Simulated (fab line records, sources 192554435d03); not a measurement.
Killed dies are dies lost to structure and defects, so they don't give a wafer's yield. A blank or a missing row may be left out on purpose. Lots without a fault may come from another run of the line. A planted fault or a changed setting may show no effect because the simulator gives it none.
fab line records | flow n5_finfet
record lots=24 wafers=72 last_day=18
route steps=1938 shown MOL_CONTACT_COAG@581 BEOL_M0_SAQP@636
lots that met no fault: from a run of the same line without faults
start_h: hours from the record's first day to the start of the lot's first wafer shown | wait_h: hours since the lot's step before | " the same as in the row above | L1.1+2: a row that stands for several wafers | - no value, or no start given | * or withheld: withheld | < > ~ a bound
route shown NAME@n: a module of which the file shows steps, and the number in the route of the first | usual: mean/standard deviation of fault-free wafers | same: alike in all rows | chamber/n: place in a boat | sites: the reading at each site | _std_site: their standard deviation | _edge_site: outer sites' mean less inner sites' | radius_mm: how far each site lies from the wafer's centre | mask NAME#n: copy n | behind: the tool/chamber that last shaped the wafer | hold: why the lot was held/for how many hours/how that ended | device: the transistor (n, p or np) that didn't switch | end of line: the same wafers' tests at the end of the route | a step without rows: its recipe alone | killed: dies lost to structure and defects at the first sort, not the wafer's yield | map: a wafer's dies, x killed, . not, _ none there
set.NAME: the setting as run; set.NAME@STEP: as run at that earlier step | model.NAME: the simulator's own value behind a step, which no gauge read
steps of the route over a sample of lots; a table a step, a row a wafer
services: from which hour (start_h, from the record's first day; less than 0 if before it) a tool's chamber was out of use, for how many hours, and why
## steps
# step N5_MOL_CONTACT_COAG_ETCH_91
# recipe chemistry=N2/H2 target=SOC target_depth_a=600 overetch_a=210 mask_material=SiARC temp_c=40 time_s=101.2 ion_energy_ev=200 pressure_mtorr=30 source_w=840 bias_w=150 n2_flow_sccm=200 h2_flow_sccm=200
# usual drypump_motor_current_A=5.9/0.35 oes_product_au=0.66/0.068 rf_vpp_V=524.2/2.1 showerhead_plenum_p_Torr=2.55/0.075 throttle_valve_pct=17.79/0.24
# columns lot.wafer tool chamber start_h wait_h drypump_motor_current_A oes_product_au rf_hours_counter_h rf_vpp_V showerhead_plenum_p_Torr throttle_valve_pct
L074.1 rie_diel-03 0 103.12 0.0 6.3 0.65 137 526.9 2.66 17.94
L074.2 " 2 " " 6.0 0.64 153 527.0 2.65 17.61
L074.3 " 3 " " 6.1 0.72 44 527.2 2.70 17.38
L075.1 rie_diel-04 1 106.88 0.0 5.9 0.76 24 523.5 2.50 17.91
L075.2 " 3 " " 5.3 0.57 244 521.4 2.50 18.07
L075.6 " 0 " " 5.9 0.58 - 522.2 2.49 17.80
L076.1 rie_diel-03 0 114.83 0.0 6.3 0.65 141 526.0 2.66 17.96
L076.2 " 3 " " 6.1 0.73 48 527.6 2.70 17.37
L076.6 " 3 " " 6.1 0.73 - 527.4 2.70 17.36
L077.1 rie_diel-04 3 125.29 0.0 5.3 0.57 252 523.5 2.50 18.08
L077.4 " 1 " " 5.9 0.75 - 521.9 2.50 17.92
L077.6 " 3 " " 5.3 0.57 - 523.9 2.50 18.09
L078.2 rie_diel-02 3 125.44 0.0 6.3 0.61 168 523.6 2.53 17.51
L078.4 " 0 " " 5.8 0.62 - 523.3 2.51 17.94
L078.5 " 2 " " 5.7 0.61 - 527.1 2.65 18.08
L079.3 rie_diel-02 3 127.07 0.0 6.3 0.61 169 524.1 2.53 17.52
L079.5 " 3 " " 6.3 0.61 - 525.0 2.53 17.54
L079.6 " 2 " " 5.7 0.61 - 526.3 2.65 18.09
L080.2 rie_diel-02 2 134.44 0.0 5.7 0.60 169 527.1 2.64 18.08
L080.3 " 0 " " 5.8 0.62 206 523.7 2.50 17.94
L080.4 " 3 " " 6.3 0.61 172 524.2 2.53 17.52
L081.1 rie_diel-04 2 141.46 0.0 6.5 0.61 175 525.2 2.54 18.01
L081.2 " 0 " " 6.0 0.79 4 522.5 2.49 17.35
L081.6 " 0 " " 5.9 0.79 - 522.7 2.48 17.36
L082.1 rie_diel-04 1 146.21 0.0 5.9 0.74 41 522.4 2.49 17.93
L082.3 " 3 " " 5.3 0.83 0 522.7 2.50 17.67
L082.4 " 2 " " 6.5 0.61 177 522.8 2.54 18.03
L083.1 rie_diel-02 2 153.22 0.0 5.7 0.60 174 526.4 2.64 18.09
L083.2 " 1 " " 5.3 0.68 113 521.8 2.45 17.72
L083.4 " 3 " " 6.3 0.61 176 522.4 2.53 17.53
L084.3 rie_diel-04 1 158.77 0.0 5.9 0.73 48 523.6 2.49 17.98
L084.5 " 0 " " 5.9 0.77 - 523.5 2.48 17.37
L084.6 " 3 " " 5.3 0.80 - 521.3 2.50 17.70
L086.1 rie_diel-04 1 169.87 0.0 5.9 0.72 51 521.9 2.49 17.94
L086.2 " 3 " " 5.3 0.79 9 523.2 2.49 17.70
L086.3 " 2 " " 6.5 0.60 186 523.2 2.53 18.07
L085.3 rie_diel-03 1 175.26 0.0 6.1 0.77 9 526.9 2.59 17.61
L085.4 " 2 " " 6.0 0.62 180 526.6 2.64 17.66
L085.5 " 2 " " 6.0 0.62 - 525.6 2.64 17.67
L087.2 rie_diel-02 1 179.29 0.0 5.3 0.67 122 521.6 2.45 17.70
L087.5 " 0 " " 5.8 0.60 - 523.5 2.50 17.98
L087.6 " 3 " " 6.3 0.60 - 523.5 2.52 17.55
L088.2 rie_diel-03 0 183.90 0.0 6.3 0.63 169 526.3 2.65 18.02
L088.3 " 3 " " 6.1 0.69 77 527.0 2.68 17.42
L088.6 " 3 " " 6.0 0.70 - 527.8 2.68 17.42
L089.2 rie_diel-02 0 194.80 0.0 5.9 0.60 227 523.8 2.50 17.98
L089.3 " 2 " " 5.7 0.59 189 526.0 2.63 18.11
L089.4 " 1 " " 5.3 0.66 127 522.6 2.45 17.75
L090.1 rie_diel-04 0 195.02 0.0 6.0 0.75 17 521.7 2.48 17.39
L090.3 " 2 " " 6.4 0.60 197 522.5 2.53 18.06
L090.4 " 3 " " 5.3 0.75 21 521.8 2.49 17.71
L091.3 rie_diel-03 2 202.07 0.0 6.0 0.62 190 525.6 2.64 17.67
L091.4 " 3 " " 6.1 0.69 83 527.4 2.68 17.44
L091.6 " 1 " " 6.1 0.74 - 525.4 2.58 17.61
L092.2 rie_diel-04 1 205.12 0.0 5.9 0.71 66 523.5 2.48 17.96
L092.5 " 3 " " 5.3 0.76 - 523.0 2.49 17.71
L092.6 " 0 " " 6.0 0.75 - 523.7 2.48 17.39
L093.1 rie_diel-03 1 215.86 0.0 6.1 0.73 24 524.5 2.58 17.63
L093.2 " 0 " " 6.3 0.62 179 524.8 2.64 18.02
L093.3 " 3 " " 6.1 0.69 89 528.0 2.68 17.45
L094.2 rie_diel-02 0 217.55 0.0 5.8 0.60 234 522.8 2.49 18.01
L094.4 " 3 " " 6.3 0.60 200 523.8 2.52 17.57
L094.6 " 1 " " 5.3 0.66 - 519.5 2.44 17.75
L095.3 rie_diel-02 2 224.62 0.0 5.7 0.58 200 527.1 2.63 18.14
L095.4 " 0 " " 5.7 0.59 237 522.2 2.49 18.02
L095.6 " 2 " " 5.7 0.59 - 524.9 2.63 18.13
L096.1 rie_diel-03 2 228.34 0.0 6.0 0.60 197 528.3 2.63 17.68
L096.2 " 0 " " 6.3 0.62 185 526.8 2.64 18.03
L096.6 " 3 " " 6.1 0.68 - 526.6 2.68 17.46
L097.1 rie_diel-04 3 238.25 0.0 5.3 0.73 35 524.1 2.48 17.73
L097.3 " 0 " " 6.0 0.72 31 522.1 2.47 17.42
L097.6 " 2 " " 6.5 0.59 - 522.6 2.52 18.10
# step N5_MOL_CONTACT_COAG_ALD_133
# recipe material=SiO2 target_thk_a=50 temp_c=100 ald_precursor_family=BDEAS ald_co_reactant=O2-plasma pulse_time_s=1 co_reactant_pulse_time_s=1 purge_time_s=2 co_reactant_purge_time_s=2 ald_cycles=35 pressure_torr=2
# usual heater_power_w=78/8.7 precursor_pulse_height_rel=1.000/0.019
# columns lot.wafer tool chamber start_h wait_h heater_power_w precursor_pulse_height_rel
L074.1 ald_sin-04 3 104.29 0.1 96 1.008
L074.2 " 0 " " 77 0.994
L074.3 " 2 " " 72 0.983
L075.1 ald_sin-03 3 108.05 0.1 75 0.995
L075.2 " 1 " " 74 0.972
L075.6 " 1 " " 73 0.975
L076.1 ald_sin-04 0 116.11 0.2 76 1.000
L076.2 " 3 " " 94 1.008
L076.6 " 2 " " 71 1.010
L077.1 ald_sin-03 1 126.68 0.1 73 0.965
L077.4 " 0 " " 82 1.020
L077.6 " 2 " " 79 1.042
L078.2 ald_sin-04 0 126.76 0.1 77 0.992
L078.4 " 1 " " 84 1.012
L078.5 " 0 " " 76 1.002
L079.3 ald_sin-01 2 128.74 0.5 91 1.007
L079.5 " 1 " " 65 0.956
L079.6 " 2 " " 92 0.958
L080.2 ald_sin-03 0 135.47 0.1 82 1.022
L080.3 " 1 " " 73 0.999
L080.4 " 2 " " 80 1.048
L081.1 ald_sin-01 3 143.12 0.6 76 1.016
L081.2 " 0 " " 70 1.001
L081.6 " 2 " " 92 1.007
L082.1 ald_sin-01 2 147.25 0.1 93 1.032
L082.3 " 1 " " 65 0.981
L082.4 " 0 " " 73 1.025
L083.1 ald_sin-04 1 154.91 0.1 84 0.995
L083.2 " 2 " " 72 0.995
L083.4 " 3 " " 94 1.000
L084.3 ald_sin-01 1 160.02 0.1 66 0.975
L084.5 " 3 " " 76 1.033
L084.6 " 0 " " 71 1.013
L086.1 ald_sin-01 2 170.96 0.1 91 1.008
L086.2 " 0 " " 70 1.006
L086.3 " 1 " " 64 0.989
L085.3 ald_sin-03 3 176.54 0.1 76 1.002
L085.4 " 0 " " 82 0.987
L085.5 " 2 " " 79 1.000
L087.2 ald_sin-04 0 180.57 0.3 76 0.976
L087.5 " 2 " " 72 1.009
L087.6 " 3 " " 97 0.962
L088.2 ald_sin-04 0 184.96 0.1 77 0.981
L088.3 " 1 " " 84 0.998
L088.6 " 1 " " 82 1.010
L089.2 ald_sin-03 3 196.17 0.1 76 1.000
L089.3 " 1 " " 73 1.024
L089.4 " 2 " " 78 0.991
L090.1 ald_sin-04 0 196.27 0.1 76 0.990
L090.3 " 3 " " 97 1.012
L090.4 " 2 " " 71 1.000
L091.3 ald_sin-01 2 203.38 0.1 92 1.027
L091.4 " 0 " " 71 0.994
L091.6 " 2 " " 88 0.995
L092.2 ald_sin-01 0 206.38 0.3 73 1.005
L092.5 " 3 " " 76 0.998
L092.6 " 2 " " 93 0.978
L093.1 ald_sin-03 1 217.20 0.3 74 1.012
L093.2 " 3 " " 75 1.006
L093.3 " 2 " " 79 1.020
L094.2 ald_sin-04 0 218.72 0.1 77 1.018
L094.4 " 2 " " 69 0.979
L094.6 " 0 " " 75 0.986
L095.3 ald_sin-01 1 225.65 0.1 66 0.992
L095.4 " 2 " " 94 0.994
L095.6 " 3 " " 76 0.989
L096.1 ald_sin-04 2 229.46 0.1 70 0.992
L096.2 " 1 " " 86 0.992
L096.6 " 3 " " 93 1.026
L097.1 ald_sin-03 1 239.29 0.1 73 1.010
L097.3 " 0 " " 84 0.966
L097.6 " 3 " " 76 1.044
# step N5_MOL_CONTACT_COAG_VIA_ETCH_117
# recipe chemistry=C4F6/O2 target_depth_a=400 overetch_a=80 mask_material=SOC target=SiO2 bias_w=455 pressure_mtorr=10 time_s=26 source_w=325 Ar_flow_sccm=300 C4F6_flow_sccm=10 O2_flow_sccm=10 ion_energy_ev=575.3 ends=end_point
# usual drypump_motor_current_A=5.9/0.36 oes_product_au=0.71/0.066 rf_vpp_V=1586/35 showerhead_plenum_p_Torr=2.84/0.089 throttle_valve_pct=41.0/0.5
# columns lot.wafer tool chamber start_h wait_h drypump_motor_current_A oes_product_au rf_hours_counter_h rf_vpp_V showerhead_plenum_p_Torr throttle_valve_pct
L074.1 rie_diel-02 0 104.63 0.0 5.7 0.67 194 1619 2.82 41.2
L074.2 " 3 " " 6.3 0.67 160 1567 2.83 40.7
L074.3 " 2 " " 5.7 0.66 156 1553 2.96 41.7
L075.1 rie_diel-04 3 108.40 0.0 5.3 0.62 245 1595 2.78 40.9
L075.2 " 2 " " 6.5 0.66 161 1612 2.87 42.0
L075.6 " 3 " " 5.3 0.62 - 1594 2.78 40.9
L076.1 rie_diel-04 2 116.44 0.0 6.4 0.66 163 1612 2.87 42.0
L076.2 " 3 " " 5.3 0.62 247 1595 2.78 40.9
L076.6 " 3 " " 5.3 0.62 - 1594 2.78 40.9
L077.1 rie_diel-03 2 127.05 0.0 6.0 0.67 163 1657 2.95 40.8
L077.4 " 2 " " 6.0 0.67 - 1657 2.95 40.8
L077.6 " 3 " " 6.2 0.77 - 1529 3.01 40.8
L078.2 rie_diel-04 1 127.14 0.0 5.9 0.79 33 1552 2.76 40.8
L078.4 " 2 " " 6.5 0.66 - 1611 2.86 42.0
L078.5 " 3 " " 5.3 0.61 - 1596 2.78 40.9
L079.3 rie_diel-03 2 129.08 0.0 6.0 0.67 164 1657 2.95 40.8
L079.5 " 3 " " 6.1 0.77 - 1528 3.01 40.8
L079.6 " 0 " " 6.3 0.69 - 1555 2.96 41.3
L080.2 rie_diel-03 3 135.81 0.0 6.1 0.76 58 1526 3.01 40.8
L080.3 " 0 " " 6.3 0.69 151 1553 2.96 41.3
L080.4 " 0 " " 6.3 0.68 - 1555 2.96 41.3
L081.1 rie_diel-03 2 143.45 0.0 6.0 0.67 170 1657 2.95 40.8
L081.2 " 1 " " 6.1 0.86 2 1591 2.92 41.7
L081.6 " 1 " " 6.1 0.85 - 1593 2.92 41.7
L082.1 rie_diel-02 0 147.59 0.0 5.7 0.66 210 1619 2.82 41.2
L082.3 " 2 " " 5.8 0.65 172 1551 2.95 41.7
L082.4 " 3 " " 6.3 0.65 175 1567 2.83 40.6
L083.1 rie_diel-04 2 155.28 0.0 6.5 0.65 181 1610 2.86 42.0
L083.2 " 3 " " 5.3 0.85 4 1594 2.78 40.9
L083.4 " 0 " " 6.0 0.81 10 1608 2.77 40.3
L084.3 rie_diel-03 1 160.36 0.0 6.1 0.84 5 1592 2.92 41.7
L084.5 " 3 " " 6.1 0.76 - 1526 3.00 40.8
L084.6 " 2 " " 6.0 0.67 - 1654 2.94 40.8
L086.1 rie_diel-02 3 171.34 0.0 6.2 0.65 183 1566 2.82 40.7
L086.2 " 2 " " 5.7 0.64 180 1550 2.94 41.7
L086.3 " 1 " " 5.3 0.72 119 1595 2.73 40.7
L085.3 rie_diel-02 1 176.87 0.0 5.3 0.72 121 1595 2.73 40.7
L085.4 " 2 " " 5.7 0.64 183 1553 2.94 41.7
L085.5 " 2 " " 5.7 0.64 - 1551 2.94 41.7
L087.2 rie_diel-02 1 180.91 0.0 5.3 0.72 122 1596 2.72 40.7
L087.5 " 3 " " 6.3 0.64 - 1565 2.82 40.7
L087.6 " 2 " " 5.7 0.64 - 1551 2.94 41.7
L088.2 rie_diel-04 3 185.45 0.0 5.3 0.81 18 1594 2.77 40.9
L088.3 " 1 " " 5.9 0.75 59 1550 2.75 40.8
L088.6 " 1 " " 5.9 0.76 - 1549 2.75 40.8
L089.2 rie_diel-03 2 196.51 0.0 6.0 0.65 187 1656 2.94 40.8
L089.3 " 1 " " 6.1 0.80 17 1591 2.92 41.7
L089.4 " 3 " " 6.1 0.75 - 1526 3.00 40.8
L090.1 rie_diel-04 3 196.61 0.0 5.3 0.80 22 1594 2.77 40.9
L090.3 " 2 " " 6.5 0.65 198 1610 2.85 42.0
L090.4 " 1 " " 5.9 0.76 63 1550 2.75 40.8
L091.3 rie_diel-02 0 203.86 0.0 5.8 0.64 230 1618 2.81 41.3
L091.4 " 3 " " 6.3 0.64 195 1565 2.82 40.7
L091.6 " 1 " " 5.3 0.71 - 1596 2.72 40.7
L092.2 rie_diel-02 0 206.72 0.0 5.8 0.64 231 1619 2.81 41.3
L092.5 " 3 " " 6.3 0.64 - 1567 2.82 40.7
L092.6 " 0 " " 5.8 0.64 - 1618 2.81 41.3
L093.1 rie_diel-04 1 217.53 0.0 5.9 0.75 69 1551 2.75 40.8
L093.2 " 3 " " 5.3 0.79 29 1592 2.76 40.9
L093.3 " 2 " " 6.4 0.64 202 1609 2.85 42.0
L094.2 rie_diel-04 3 219.15 0.0 5.3 0.80 29 1595 2.76 40.9
L094.4 " 2 " " 6.5 0.64 202 1611 2.85 42.0
L094.6 " 1 " " 5.9 0.76 - 1550 2.75 40.8
L095.3 rie_diel-04 0 225.99 0.0 6.0 0.78 27 1608 2.76 40.3
L095.4 " 1 " " 5.9 0.75 72 1549 2.75 40.8
L095.6 " 1 " " 5.9 0.75 - 1550 2.75 40.8
L096.1 rie_diel-04 2 229.83 0.0 6.5 0.63 205 1610 2.85 42.0
L096.2 " 1 " " 5.9 0.75 73 1551 2.75 40.8
L096.6 " 0 " " 6.0 0.77 - 1609 2.76 40.3
L097.1 rie_diel-04 3 239.62 0.0 5.3 0.79 35 1593 2.76 40.9
L097.3 " 0 " " 6.0 0.77 32 1608 2.76 40.3
L097.6 " 1 " " 5.9 0.74 - 1550 2.75 40.8
# step N5_MOL_CONTACT_COAG_STRIP_49
# recipe chemistry=N2/H2 time_s=30 power_w=1000 temp_c=250 pressure_mtorr=withheld n2_flow_sccm=1750 h2_flow_sccm=3250
# usual drypump_motor_current_A=6.1/0.31 heater_power_w=357/42
# columns lot.wafer tool chamber start_h wait_h drypump_motor_current_A heater_power_w rf_hours_counter_h
L074.1 plasma_asher-01 0 104.83 - 5.9 405 92
L074.2 " 1 " " 6.6 362 92
L074.3 " 1 " " 6.5 363 -
L075.1 plasma_asher-01 1 108.60 - 6.6 363 92
L075.2 " 0 " " 6.0 402 92
L075.6 " 1 " " 6.6 352 -
L076.1 plasma_asher-02 0 116.65 - 6.2 291 44
L076.2 " 1 " " 5.7 361 44
L076.6 " 1 " " 5.7 351 -
L077.1 plasma_asher-01 1 127.25 - 6.5 364 97
L077.4 " 1 " " 6.6 356 -
L077.6 " 1 " " 6.6 363 -
L078.2 plasma_asher-01 0 127.35 - 6.0 404 97
L078.4 " 0 " " 6.0 400 -
L078.5 " 1 " " 6.5 367 -
L079.3 plasma_asher-02 1 129.30 - 5.7 352 -
L079.5 " 1 " " 5.7 351 -
L079.6 " 0 " " 6.2 278 -
L080.2 plasma_asher-01 1 136.01 - 6.5 362 98
L080.3 " 1 " " 6.5 364 -
L080.4 " 0 " " 6.0 391 -
L081.1 plasma_asher-02 0 143.66 - 6.2 274 49
L081.2 " 1 " " 5.7 349 49
L081.6 " 1 " " 5.7 347 -
L082.1 plasma_asher-01 1 147.79 - 6.5 361 99
L082.3 " 0 " " 6.0 398 -
L082.4 " 1 " " 6.5 355 -
L083.1 plasma_asher-02 0 155.48 - 6.2 286 52
L083.2 " 1 " " 5.7 355 52
L083.4 " 0 " " 6.2 283 -
L084.3 plasma_asher-02 1 160.58 - 5.7 349 -
L084.5 " 0 " " 6.2 280 -
L084.6 " 1 " " 5.7 355 -
L086.1 plasma_asher-02 1 171.54 - 5.7 347 55
L086.2 " 0 " " 6.2 283 55
L086.3 " 1 " " 5.7 348 -
L085.3 plasma_asher-01 0 177.10 - 6.0 404 -
L085.4 " 1 " " 6.5 360 -
L085.5 " 0 " " 6.0 403 -
L087.2 plasma_asher-02 0 181.11 - 6.2 277 57
L087.5 " 0 " " 6.3 281 -
L087.6 " 1 " " 5.7 358 -
L088.2 plasma_asher-01 1 185.65 - 6.5 366 108
L088.3 " 0 " " 6.0 402 -
L088.6 " 1 " " 6.6 359 -
L089.2 plasma_asher-01 0 196.71 - 6.0 394 110
L089.3 " 0 " " 6.0 396 -
L089.4 " 1 " " 6.5 364 -
L090.1 plasma_asher-02 1 196.81 - 5.7 359 61
L090.3 " 1 " " 5.7 352 -
L090.4 " 0 " " 6.2 276 -
L091.3 plasma_asher-01 0 204.08 - 6.0 391 -
L091.4 " 1 " " 6.5 372 -
L091.6 " 1 " " 6.5 354 -
L092.2 plasma_asher-01 1 206.92 - 6.5 357 111
L092.5 " 1 " " 6.5 354 -
L092.6 " 0 " " 6.0 412 -
L093.1 plasma_asher-01 0 217.74 - 6.0 393 113
L093.2 " 1 " " 6.5 373 113
L093.3 " 1 " " 6.5 353 -
L094.2 plasma_asher-02 1 219.35 - 5.7 342 66
L094.4 " 1 " " 5.7 344 -
L094.6 " 0 " " 6.2 278 -
L095.3 plasma_asher-01 0 226.21 - 6.0 405 -
L095.4 " 1 " " 6.5 355 -
L095.6 " 0 " " 6.0 394 -
L096.1 plasma_asher-01 1 230.03 - 6.5 359 116
L096.2 " 0 " " 5.9 400 116
L096.6 " 1 " " 6.5 357 -
L097.1 plasma_asher-01 0 239.83 - 6.0 402 117
L097.3 " 1 " " 6.5 368 -
L097.6 " 0 " " 6.0 398 -
# step N5_BEOL_M0_SAQP_PECVD_96
# recipe material=a-Si target_thk_a=450 temp_c=350 precursor=SiH4/He pressure_torr=3 rf_w=100 time_s=45.2
# usual heater_power_w=614/62 showerhead_plenum_p_Torr=5.69/0.048 throttle_valve_pct=18.3/1.3
# columns lot.wafer tool chamber start_h wait_h heater_power_w showerhead_plenum_p_Torr throttle_valve_pct
L074.1 pecvd-04 0 110.15 0.0 670 5.71 18.7
L074.2 " 1 " " 527 5.67 17.4
L074.3 " 2 " " 546 5.76 17.2
L075.1 pecvd-01 0 116.16 0.0 677 5.62 20.4
L075.2 " 1 " " 636 5.71 18.5
L075.6 " 2 " " 533 5.70 18.1
L076.1 pecvd-03 0 121.66 0.0 757 5.61 18.7
L076.2 " 1 " " 550 5.70 20.2
L076.6 " 1 " " 548 5.71 20.2
L077.1 pecvd-03 0 135.71 0.0 752 5.61 18.6
L077.4 " 2 " " 592 5.65 16.1
L077.6 " 1 " " 598 5.70 20.2
L078.2 pecvd-04 1 136.67 0.0 596 5.67 17.4
L078.4 " 2 " " 581 5.75 17.0
L078.5 " 2 " " 588 5.77 17.0
L079.3 pecvd-01 0 136.75 0.0 674 5.63 20.6
L079.5 " 1 " " 664 5.73 18.5
L079.6 " 0 " " 660 5.63 20.3
L080.2 pecvd-01 0 140.80 0.0 696 5.62 20.4
L080.3 " 2 " " 551 5.69 18.3
L080.4 " 2 " " 548 5.69 18.4
L081.1 pecvd-04 1 148.76 0.0 564 5.66 17.4
L081.2 " 0 " " 645 5.70 18.6
L081.6 " 1 " " 586 5.65 17.4
L082.1 pecvd-01 2 154.07 0.0 541 5.68 18.2
L082.3 " 1 " " 655 5.73 18.7
L082.4 " 0 " " 699 5.62 20.6
L083.1 pecvd-04 0 161.28 0.0 682 5.71 18.7
L083.2 " 2 " " 547 5.77 17.1
L083.4 " 2 " " 567 5.77 17.3
L084.3 pecvd-03 1 165.93 0.0 520 5.70 20.2
L084.5 " 1 " " 536 5.70 20.1
L084.6 " 0 " " 737 5.62 19.0
L086.1 pecvd-04 1 178.48 0.0 583 5.65 17.3
L086.2 " 2 " " 587 5.76 17.1
L086.3 " 0 " " 659 5.70 18.6
L085.3 pecvd-04 0 181.98 0.0 666 5.70 18.7
L085.4 " 0 " " 694 5.69 18.6
L085.5 " 1 " " 584 5.65 17.4
L087.2 pecvd-03 1 186.46 0.0 550 5.71 20.2
L087.5 " 2 " " 561 5.67 16.2
L087.6 " 1 " " 546 5.71 20.3
L088.2 pecvd-04 1 190.35 0.0 591 5.67 17.6
L088.3 " 0 " " 589 5.71 18.6
L088.6 " 2 " " 523 5.78 17.3
L089.2 pecvd-04 0 201.46 0.0 669 5.70 19.0
L089.3 " 2 " " 537 5.77 17.0
L089.4 " 1 " " 579 5.66 17.6
L090.1 pecvd-04 1 204.27 0.0 570 5.67 17.5
L090.3 " 2 " " 514 5.79 17.1
L090.4 " 1 " " 557 5.65 17.3
L091.3 pecvd-01 1 210.19 0.0 665 5.71 18.3
L091.4 " 1 " " 660 5.71 18.7
L091.6 " 2 " " 530 5.70 18.7
L092.2 pecvd-04 0 213.16 0.0 633 5.71 18.8
L092.5 " 1 " " 591 5.66 17.4
L092.6 " 0 " " 634 5.72 18.7
L093.1 pecvd-01 0 223.35 0.0 631 5.62 20.3
L093.2 " 2 " " 607 5.69 18.7
L093.3 " 1 " " 639 5.71 18.8
L094.2 pecvd-01 1 226.85 0.0 639 5.70 18.4
L094.4 " 1 " " 647 5.72 18.6
L094.6 " 1 " " 646 5.70 18.5
L095.3 pecvd-03 1 231.43 0.0 552 5.70 20.0
L095.4 " 0 " " 745 5.61 18.9
L095.6 " 1 " " 542 5.69 20.2
L096.1 pecvd-04 2 235.15 0.0 525 5.79 17.0
L096.2 " 0 " " 623 5.70 18.7
L096.6 " 1 " " 589 5.66 17.5
L097.1 pecvd-01 1 246.54 0.0 612 5.72 18.4
L097.3 " 0 " " 667 5.62 20.3
L097.6 " 1 " " 616 5.72 18.4
# step N5_BEOL_M0_SAQP_HM_DEP_111
# recipe material=SiO2 target_thk_a=120 temp_c=400 precursor=SiH4/N2O pressure_torr=0.75 rf_w=275 time_s=7.2
# usual heater_power_w=750/70 showerhead_plenum_p_Torr=8.19/0.13
# columns lot.wafer tool chamber start_h wait_h heater_power_w showerhead_plenum_p_Torr
L074.1 pecvd-03 0 110.37 0.0 850 7.99
L074.2 " 1 " " 710 8.26
L074.3 " 2 " " 773 8.16
L075.1 pecvd-04 1 116.38 0.0 625 8.13
L075.2 " 2 " " 729 8.44
L075.6 " 2 " " 743 8.45
L076.1 pecvd-01 2 121.88 0.0 659 8.19
L076.2 " 1 " " 722 8.27
L076.6 " 1 " " 742 8.26
L077.1 pecvd-04 0 135.93 0.0 724 8.22
L077.4 " 2 " " 644 8.42
L077.6 " 1 " " 743 8.13
L078.2 pecvd-01 1 136.96 0.0 767 8.28
L078.4 " 2 " " 773 8.20
L078.5 " 0 " " 796 8.03
L079.3 pecvd-04 2 137.01 0.1 676 8.43
L079.5 " 1 " " 649 8.12
L079.6 " 2 " " 662 8.43
L080.2 pecvd-01 2 141.01 0.0 728 8.19
L080.3 " 1 " " 732 8.26
L080.4 " 2 " " 742 8.22
L081.1 pecvd-01 2 148.98 0.0 779 8.19
L081.2 " 1 " " 854 8.28
L081.6 " 0 " " 855 8.02
L082.1 pecvd-03 2 154.29 0.0 753 8.14
L082.3 " 1 " " 718 8.24
L082.4 " 1 " " 734 8.26
L083.1 pecvd-03 1 161.50 0.0 657 8.24
L083.2 " 2 " " 734 8.14
L083.4 " 2 " " 738 8.13
L084.3 pecvd-01 1 166.15 0.0 756 8.24
L084.5 " 0 " " 878 8.03
L084.6 " 1 " " 768 8.26
L086.1 pecvd-04 0 178.70 0.0 793 8.27
L086.2 " 1 " " 633 8.13
L086.3 " 2 " " 715 8.43
L085.3 pecvd-03 2 182.20 0.0 765 8.14
L085.4 " 1 " " 714 8.26
L085.5 " 0 " " 788 8.00
L087.2 pecvd-01 1 186.68 0.0 755 8.26
L087.5 " 2 " " 723 8.20
L087.6 " 1 " " 752 8.26
L088.2 pecvd-04 0 190.57 0.0 826 8.24
L088.3 " 2 " " 627 8.43
L088.6 " 1 " " 762 8.14
L089.2 pecvd-01 0 201.68 0.0 776 8.02
L089.3 " 2 " " 730 8.22
L089.4 " 2 " " 749 8.22
L090.1 pecvd-01 0 204.49 0.0 872 8.02
L090.3 " 2 " " 640 8.24
L090.4 " 1 " " 779 8.28
L091.3 pecvd-03 0 210.41 0.0 865 8.02
L091.4 " 2 " " 658 8.15
L091.6 " 0 " " 862 8.00
L092.2 pecvd-01 1 213.38 0.0 797 8.24
L092.5 " 2 " " 725 8.22
L092.6 " 0 " " 859 8.03
L093.1 pecvd-03 0 223.57 0.0 842 8.02
L093.2 " 1 " " 714 8.22
L093.3 " 2 " " 785 8.12
L094.2 pecvd-03 1 227.14 0.0 678 8.24
L094.4 " 1 " " 655 8.25
L094.6 " 0 " " 885 8.01
L095.3 pecvd-04 1 231.68 0.1 682 8.13
L095.4 " 2 " " 732 8.45
L095.6 " 1 " " 696 8.12
L096.1 pecvd-01 0 235.37 0.0 827 8.02
L096.2 " 1 " " 762 8.27
L096.6 " 2 " " 679 8.23
L097.1 pecvd-04 1 246.76 0.0 728 8.15
L097.3 " 0 " " 846 8.23
L097.6 " 1 " " 735 8.15
## services
# columns tool chamber start_h hours kind
pecvd-01 - 80.75 14.6 pm
ald_sin-01 - 85.43 14.0 pm
pecvd-01 - 100.34 0.5 repair
rie_diel-02 - 102.21 0.1 repair
rie_diel-04 0 109.16 - clean
rie_diel-04 0 109.16 - consumable_replace:focus_ring
rie_diel-04 0 109.16 22.2 scheduled_down
rie_diel-04 0 109.16 22.2 vent_cycle
rie_diel-02 1 119.55 8.1 repair
plasma_asher-02 - 126.12 1.8 repair
ald_sin-04 - 127.12 2.8 pm
rie_diel-04 3 131.85 - clean
pecvd-03 - 135.86 14.6 pm
rie_diel-03 1 149.28 6.6 repair
pecvd-01 - 173.70 2.5 repair
ald_sin-01 2 175.05 4.1 repair
rie_diel-03 0 194.66 6.5 repair
rie_diel-04 2 203.66 6.9 repair
rie_diel-03 2 220.87 7.1 repair
pecvd-04 - 222.09 0.9 repair
rie_diel-04 - 222.30 2.8 pm
pecvd-01 2 226.64 4.0 repair
pecvd-04 0 230.02 4.0 repair
plasma_asher-01 - 237.57 0.4 repair
## key
fault none
